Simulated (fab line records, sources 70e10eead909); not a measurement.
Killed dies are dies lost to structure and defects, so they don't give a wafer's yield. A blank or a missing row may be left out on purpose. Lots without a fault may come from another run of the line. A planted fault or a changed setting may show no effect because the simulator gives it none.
fab line records | flow nand_harc | part 2 of 2: steps 25 to 25 of 25
record lots=6 wafers=18 last_day=34
route steps=1302 shown P_M0@280 P_M1@285 END@1302
lots that met no fault: from a run of the same line without faults
start_h: hours from the record's first day to the start of the lot's first wafer shown | wait_h: hours since the lot's step before | " the same as in the row above | L1.1+2: a row that stands for several wafers | - no value, or no start given | * or withheld: withheld | < > ~ a bound
route shown NAME@n: a module of which the file shows steps, and the number in the route of the first | usual: mean/standard deviation of fault-free wafers | same: alike in all rows | chamber/n: place in a boat | sites: the reading at each site | _std_site: their standard deviation | _edge_site: outer sites' mean less inner sites' | radius_mm: how far each site lies from the wafer's centre | mask NAME#n: copy n | behind: the tool/chamber that last shaped the wafer | hold: why the lot was held/for how many hours/how that ended | device: the transistor (n, p or np) that didn't switch | end of line: the same wafers' tests at the end of the route | a step without rows: its recipe alone | killed: dies lost to structure and defects at the first sort, not the wafer's yield | map: a wafer's dies, x killed, . not, _ none there
set.NAME: the setting as run; set.NAME@STEP: as run at that earlier step | model.NAME: the simulator's own value behind a step, which no gauge read
lots at some steps of the route; a table a step, a row a wafer
services: from which hour (start_h, from the record's first day; less than 0 if before it) a tool's chamber was out of use, for how many hours, and why
## steps
# step NHARC_END_SORT_01
# recipe temp_c=25
# usual defect_limited_yield=91.3/2.8 killed_at_array=54/18 killed_at_other=0.7/0.87 killed_at_periphery=3.7/2.5 killed_dies=59/19 killed_open=3.3/2 killed_short=2.6/1.6 sort_bin_2_pct=3.1/1.2 sort_bin_3_pct=0.6/0.35 sort_bin_4_pct=5.0/1.6 sort_n_pass=618/19 sort_rim_yield_pct=92/4.4 sort_yield_pct=91.3/2.8
# same gross_dies=677 sort_bin_5_pct[%]=0 sort_bin_6_pct[%]=0 sort_bin_7_pct[%]=0 sort_bin_8_pct[%]=0 sort_rim_n_gross=106.00
# columns lot.wafer tool chamber start_h wait_h defect_limited_yield[%] killed_at_array killed_at_other killed_at_periphery killed_dies killed_open killed_short sort_bin_2_pct[%] sort_bin_3_pct[%] sort_bin_4_pct[%] sort_n_pass sort_rim_yield_pct[%] sort_yield_pct[%]
L301.1 prober-01 0 624.16 2.5 87.7 76 0 7 83 3 2 4.1 1.3 6.8 594 91 87.7
L301.4 prober-01 0 626.56 3.4 90.4 58 0 7 65 5 0 3.5 1.0 5.0 612 92 90.4
L301.5 prober-01 0 627.35 3.7 88.8 66 0 10 76 4 3 4.6 0.3 6.4 601 91 88.8
L302.1 prober-02 0 629.66 2.5 93.5 40 2 2 44 1 3 3.0 0.4 3.1 633 89 93.5
L302.3 prober-02 0 631.27 3.1 91.4 56 0 2 58 8 4 2.8 0.9 4.9 619 97 91.4
L302.4 prober-02 0 632.07 3.4 94.1 37 0 3 40 3 4 2.1 0.7 3.1 637 91 94.1
L304.1 prober-01 0 631.94 2.5 90.4 63 0 2 65 3 1 3.7 0.4 5.5 612 92 90.4
L304.3 prober-01 0 633.53 3.1 89.4 71 0 1 72 3 1 4.4 0.3 5.9 605 92 89.4
L304.4 prober-01 0 634.32 3.4 91.7 54 1 1 56 6 5 2.8 1.0 4.4 621 87 91.7
L311.1 prober-01 0 647.59 2.5 94.4 34 2 2 38 3 4 1.6 0.1 3.8 639 92 94.4
L311.2 prober-01 0 648.39 2.8 95.4 26 1 4 31 3 2 1.6 0.4 2.5 646 99 95.4
L311.4 prober-01 0 649.99 3.4 94.2 35 2 2 39 2 2 1.8 0.3 3.7 638 93 94.2
L322.4 prober-02 0 791.52 3.4 92.5 44 1 6 51 4 1 2.1 0.7 4.7 626 90 92.5
L322.5 prober-02 0 792.32 3.7 88.6 66 2 9 77 9 3 3.0 0.4 8.0 600 92 88.6
L322.6 prober-02 0 793.12 4.0 91.1 47 1 12 60 7 5 3.0 0.3 5.6 617 88 91.1
L324.2 prober-01 0 807.25 2.8 90.5 61 1 2 64 4 2 3.2 0.6 5.6 613 96 90.5
L324.3 prober-01 0 808.07 3.1 89.4 64 1 7 72 7 2 3.8 0.4 6.4 605 93 89.4
L324.4 prober-01 0 808.89 3.5 90.7 60 2 1 63 2 1 3.8 0.7 4.7 614 91 90.7
# killed by level:class
L301.1 A_CHANNEL_HOLE_D2:chamber_film_flake=33 A_SLIT:chamber_film_flake=23 P_CONTACT:chamber_film_flake=5 A_CONTACT:chamber_film_flake=4 A_WL_FILL:chamber_film_flake=4 A_BONDPAD:chamber_film_flake=3 A_DECK1_JOINT:chamber_film_flake=2 P_BONDPAD:geometric_particle:open=1
L301.4 A_CHANNEL_HOLE_D2:chamber_film_flake=29 A_SLIT:chamber_film_flake=19 P_CONTACT:chamber_film_flake=5 A_CONTACT:chamber_film_flake=2 P_CONTACT:geometric_particle:open=1 A_SOURCE_PLATE:geometric_particle:open=1 A_DECK1_JOINT:geometric_particle:open=1 A_ONON_D2:geometric_particle:open=1
L301.5 A_CHANNEL_HOLE_D2:chamber_film_flake=26 A_SLIT:chamber_film_flake=18 P_CONTACT:chamber_film_flake=5 A_CONTACT:chamber_film_flake=4 A_STAIRCASE:chamber_film_flake=3 A_BONDPAD:chamber_film_flake=3 P_M0:geometric_particle:open=2 A_CHANNEL_FILL_D2:geometric_particle:short=2
L302.1 A_CHANNEL_HOLE_D1:chamber_film_flake=25 A_STAIRCASE:chamber_film_flake=5 A_CHANNEL_HOLE_D2:chamber_film_flake=3 THIN_TSV:chamber_film_flake=2 P_M0:geometric_particle:open=1 A_SOURCE_PLATE:geometric_particle:short=1 A_DECK1_JOINT:geometric_particle:short=1 A_CHANNEL_FILL_D2:geometric_particle:short=1
L302.3 A_CHANNEL_HOLE_D1:chamber_film_flake=31 A_STAIRCASE:chamber_film_flake=5 A_CHANNEL_HOLE_D2:chamber_film_flake=5 A_WL_FILL:chamber_film_flake=4 A_CHANNEL_HOLE_D1:geometric_particle:open=3 P_GATE:geometric_particle:open=1 P_CONTACT:geometric_particle:open=1 A_ONON_D1:geometric_particle:short=1
L304.1 A_CHANNEL_HOLE_D1:chamber_film_flake=30 A_CHANNEL_HOLE_D2:chamber_film_flake=25 A_CHANNEL_FILL_D2:chamber_film_flake=2 A_STAIRCASE:chamber_film_flake=2 P_M0:geometric_particle:open=1 A_ONON_D2:geometric_particle:short=1 A_CHANNEL_FILL_D2:geometric_particle:open=1 A_BLC:geometric_particle:open=1
L302.4 A_CHANNEL_HOLE_D1:chamber_film_flake=24 A_CHANNEL_HOLE_D2:chamber_film_flake=4 A_WL_FILL:chamber_film_flake=2 P_M1:geometric_particle:open=1 A_ONON_D1:geometric_particle:open=1 A_ONON_D2:geometric_particle:short=1 A_CHANNEL_FILL_D2:geometric_particle:short=1 A_SGD_CUT:geometric_particle:short=1
L304.3 A_CHANNEL_HOLE_D1:chamber_film_flake=34 A_CHANNEL_HOLE_D2:chamber_film_flake=24 A_CONTACT:chamber_film_flake=6 A_STAIRCASE:chamber_film_flake=2 A_ONON_D2:geometric_particle:short=1 A_CHANNEL_FILL_D2:geometric_particle:open=1 A_SGD_CUT:geometric_particle:open=1 A_WL_FILL:geometric_particle:open=1
L304.4 A_CHANNEL_HOLE_D1:chamber_film_flake=22 A_CHANNEL_HOLE_D2:chamber_film_flake=14 A_CONTACT:chamber_film_flake=4 A_DECK1_JOINT:geometric_particle:short=2 A_M1:geometric_particle:open=2 P_M0:geometric_particle:open=1 A_ONON_D1:geometric_particle:open=1 A_ONON_D1:geometric_particle:short=1
L311.1 A_CHANNEL_HOLE_D2:chamber_film_flake=15 A_CONTACT:chamber_film_flake=5 A_ONON_D1:geometric_particle:short=3 A_CHANNEL_HOLE_D1:chamber_film_flake=3 P_M2:chamber_film_flake=2 THIN_TSV:chamber_film_flake=2 A_SLIT:chamber_film_flake=2 A_WL_FILL:chamber_film_flake=2
L311.2 A_CHANNEL_HOLE_D2:chamber_film_flake=12 A_CHANNEL_HOLE_D1:chamber_film_flake=6 A_CONTACT:chamber_film_flake=5 P_STI:chamber_film_flake=2 P_GATE:geometric_particle:short=1 P_M2:geometric_particle:open=1 A_ONON_D1:geometric_particle:open=1 A_BLC:geometric_particle:short=1
L311.4 A_CHANNEL_HOLE_D2:chamber_film_flake=15 A_CONTACT:chamber_film_flake=8 A_CHANNEL_HOLE_D1:chamber_film_flake=6 P_GATE:chamber_film_flake=2 THIN_TSV:chamber_film_flake=2 A_ONON_D1:geometric_particle:open=1 A_CHANNEL_FILL_D1:geometric_particle:short=1 A_ONON_D2:geometric_particle:short=1
L322.4 A_CHANNEL_HOLE_D1:chamber_film_flake=15 A_STAIRCASE:chamber_film_flake=7 A_SLIT:chamber_film_flake=5 P_BONDPAD:chamber_film_flake=4 A_SGD_CUT:chamber_film_flake=4 A_CONTACT:chamber_film_flake=3 A_ZERO_WELL:chamber_film_flake=2 A_CHANNEL_FILL_D1:chamber_film_flake=2
L322.5 A_CHANNEL_HOLE_D1:chamber_film_flake=13 A_CONTACT:chamber_film_flake=13 A_SLIT:chamber_film_flake=8 A_WL_FILL:chamber_film_flake=7 A_STAIRCASE:chamber_film_flake=6 P_ZERO_WELL:chamber_film_flake=4 A_CHANNEL_FILL_D1:chamber_film_flake=4 A_SGD_CUT:chamber_film_flake=4
L322.6 A_CHANNEL_HOLE_D1:chamber_film_flake=16 A_STAIRCASE:chamber_film_flake=8 A_SLIT:chamber_film_flake=7 A_WL_FILL:chamber_film_flake=4 P_M0:geometric_particle:short=3 A_CHANNEL_FILL_D1:chamber_film_flake=3 A_CONTACT:chamber_film_flake=3 P_GATE:geometric_particle:open=2
L324.2 A_SLIT:chamber_film_flake=23 A_CHANNEL_HOLE_D1:chamber_film_flake=15 A_CONTACT:chamber_film_flake=9 A_STAIRCASE:chamber_film_flake=5 A_CHANNEL_HOLE_D2:chamber_film_flake=2 A_WL_FILL:chamber_film_flake=2 P_M0:geometric_particle:open=1 A_SOURCE_PLATE:geometric_particle:open=1
L324.3 A_SLIT:chamber_film_flake=33 A_CHANNEL_HOLE_D1:chamber_film_flake=16 A_STAIRCASE:chamber_film_flake=4 A_CONTACT:chamber_film_flake=4 P_M0:geometric_particle:open=2 P_M1:geometric_particle:open=2 P_GATE:chamber_film_flake=2 A_WL_FILL:chamber_film_flake=2
L324.4 A_SLIT:chamber_film_flake=32 A_CHANNEL_HOLE_D1:chamber_film_flake=18 A_WL_FILL:chamber_film_flake=3 A_STAIRCASE:chamber_film_flake=2 P_M0:geometric_particle:open=1 A_SOURCE_PLATE:geometric_particle:short=1 A_ONON_D2:geometric_particle:open=1 A_CHANNEL_FILL_D1:chamber_film_flake=1
## services
# columns tool chamber start_h hours kind
arfi_scanner-02 - 108.70 1.6 repair
arfi_scanner-02 - 111.28 9.2 repair
pecvd-01 - 130.00 13.0 pm
rie_diel-06 - 130.35 9.0 pm
pecvd-04 - 133.15 1.0 repair
arfi_scanner-02 - 140.00 4.0 pm
rie_diel-09 - 143.82 9.0 pm
rie_diel-11 1 156.14 4.6 repair
pecvd-04 1 181.93 6.2 repair
arfi_scanner-02 - 183.49 0.6 repair
rie_diel-06 2 187.04 6.6 repair
arfi_scanner-03 - 196.00 4.0 pm
rie_diel-11 3 210.10 14.5 repair
rie_diel-06 3 224.66 6.1 repair
rie_diel-11 - 230.15 0.6 repair
rie_diel-11 - 255.50 9.0 pm
pecvd-04 - 269.08 13.0 pm
rie_diel-11 - 284.70 0.7 repair
rie_diel-06 - 307.35 9.0 pm
arfi_scanner-02 - 312.00 4.0 pm
rie_diel-11 0 317.47 5.4 repair
arfi_scanner-02 - 344.82 0.9 repair
rie_diel-11 3 359.44 2.8 repair
pecvd-04 2 361.31 6.6 repair
